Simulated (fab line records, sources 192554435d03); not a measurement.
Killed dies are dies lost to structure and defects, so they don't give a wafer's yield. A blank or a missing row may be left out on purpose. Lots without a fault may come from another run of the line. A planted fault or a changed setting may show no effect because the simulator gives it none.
Split-lot experiment | flow n5_finfet | 7 lots, 21 wafers read, on a route of 1938 steps

THE SPLIT
At N5_BEOL_M2_TRENCH_ETCH_37 (etches SiOC in C4F6/O2, target depth 55.555 nm, time 29.2 s), the setting source_w was moved away from the recipe's 355 W on 12 of the 21 wafers read, by -17.4% to +17.4%. The other wafers ran this setting at the recipe's value.

FROM THE SPLIT TO THE READING: what the file shows between them, 2 steps
- N5_BEOL_M2_ETCH_41: etches SiCN in CH3F/O2, target depth 29.9 nm, time 52.5 s
- N5_BEOL_M2_STRIP_97: strips in N2/H2, time 10 s

THE READING
trench_depth_nm, in nm, at N5_BEOL_M2_OCD_MEAS_38. Fault-free wafers of this fab line usually give 55.8 nm, standard deviation 1.1 nm.

wafer  | tool, chamber at the split | source_w as run, W | against the recipe | trench_depth_nm, nm | against lot-mates on the recipe
L076.2 | rie_diel-01, 2             | 391.1              | +10.2%             | 58.3                | +4.6
L076.3 | rie_diel-01, 1             | 355                | recipe             | 53.7                | -
L076.6 | rie_diel-01, 1             | 391.1              | +10.2%             | 56.6                | +2.9
L084.1 | rie_diel-01, 2             | 293.3              | -17.4%             | 51.9                | -2.6
L084.5 | rie_diel-01, 1             | 355                | recipe             | 53.8                | -
L084.6 | rie_diel-01, 2             | 355                | recipe             | 55.2                | -
L088.1 | rie_diel-01, 2             | 300.4              | -15.4%             | 51.8                | no lot-mate on the recipe
L088.4 | rie_diel-01, 0             | 300.4              | -15.4%             | 52.3                | no lot-mate on the recipe
L088.5 | rie_diel-01, 3             | 300.4              | -15.4%             | 53.2                | no lot-mate on the recipe
L089.2 | rie_diel-02, 3             | 355                | recipe             | 55.8                | -
L089.5 | rie_diel-02, 1             | 355                | recipe             | 54.9                | -
L089.6 | rie_diel-02, 0             | 355                | recipe             | 55.5                | -
L090.3 | rie_diel-01, 0             | 416.7              | +17.4%             | 60.4                | +3.2
L090.5 | rie_diel-01, 0             | 416.7              | +17.4%             | 59.0                | +1.8
L090.6 | rie_diel-01, 3             | 355                | recipe             | 57.2                | -
L093.2 | rie_diel-05, 1             | 308.7              | -13.0%             | 52.6                | -2.0
L093.4 | rie_diel-05, 3             | 355                | recipe             | 54.6                | -
L093.5 | rie_diel-05, 3             | 308.7              | -13.0%             | 51.6                | -3.0
L094.2 | rie_diel-02, 0             | 412.1              | +16.1%             | 59.7                | +2.8
L094.4 | rie_diel-02, 2             | 412.1              | +16.1%             | 60.0                | +3.1
L094.6 | rie_diel-02, 1             | 355                | recipe             | 56.9                | -

THE FIT
A straight line over all 21 wafers: trench_depth_nm changes by +0.231 nm for each +1% of source_w; r = +0.94; the points scatter about the line by 0.99 nm.
The same after taking each lot's own level away (the mean of its wafers on the recipe; 18 wafers): +0.184 nm for each +1%; r = +0.91; scatter 0.88 nm.
On that fit, the largest move of source_w shifts the reading by 3.2 nm.
The lots' own levels span 53.70 to 57.20 nm, that is 3.2 times the standard deviation above.
So the lot-to-lot level changes the slope: the two fits differ.
Check: with one of the wafers moved furthest among these (-17.4%) left out of the fit, the line predicts -3.2 nm for it against its lot-mates. It came out at -2.6 nm against them.
Tool readings at the split's step, against how far the setting was moved: rf_vpp_V r = -0.97.

OTHER SPLITS ON THESE WAFERS
These wafers also went through other splits before the reading. Each is held against what the fit with the lots' levels taken away leaves over:
other split on the same wafers   | wafers away from the commonest value | r with trench_depth_nm (lot level and that fit taken away)
N5_BEOL_M0_SAQP_DESCUM_45 time_s | 9                                    | -0.08
N5_BEOL_M1_EXPOSE_08 dose_mj     | 12                                   | -0.20
N5_BEOL_M1_ETCH_64 source_w      | 8                                    | +0.36
N5_BEOL_M2_EXPOSE_08 dose_mj     | 5                                    | -0.33

THE WHOLE CHAIN: every reading that the file lists as answering this split, in the file's order
step                      | what it does                                                | reading                                                                   | change (the file's fit)               | r (the file's)
N5_BEOL_M2_TRENCH_ETCH_37 | etches SiOC in C4F6/O2, target depth 55.555 nm, time 29.2 s | rf_vpp_V                                                                  | -3.36 V for each +1% of the setting   | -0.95
N5_BEOL_M2_TRENCH_ETCH_37 | etches SiOC in C4F6/O2, target depth 55.555 nm, time 29.2 s | etch.depth_nm (the simulator's own value, which no gauge read)            | +0.176 nm for each +1% of the setting | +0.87
N5_BEOL_M2_TRENCH_ETCH_37 | etches SiOC in C4F6/O2, target depth 55.555 nm, time 29.2 s | BEOL_M2.feature_depth_nm (the simulator's own value, which no gauge read) | +0.175 nm for each +1% of the setting | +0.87
N5_BEOL_M2_OCD_MEAS_38    |                                                             | trench_depth_nm                                                           | +0.181 nm for each +1% of the setting | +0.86

THE FILE'S OWN FIT
trench_depth_nm changes by +0.181 nm for each +1% of source_w, r = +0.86.
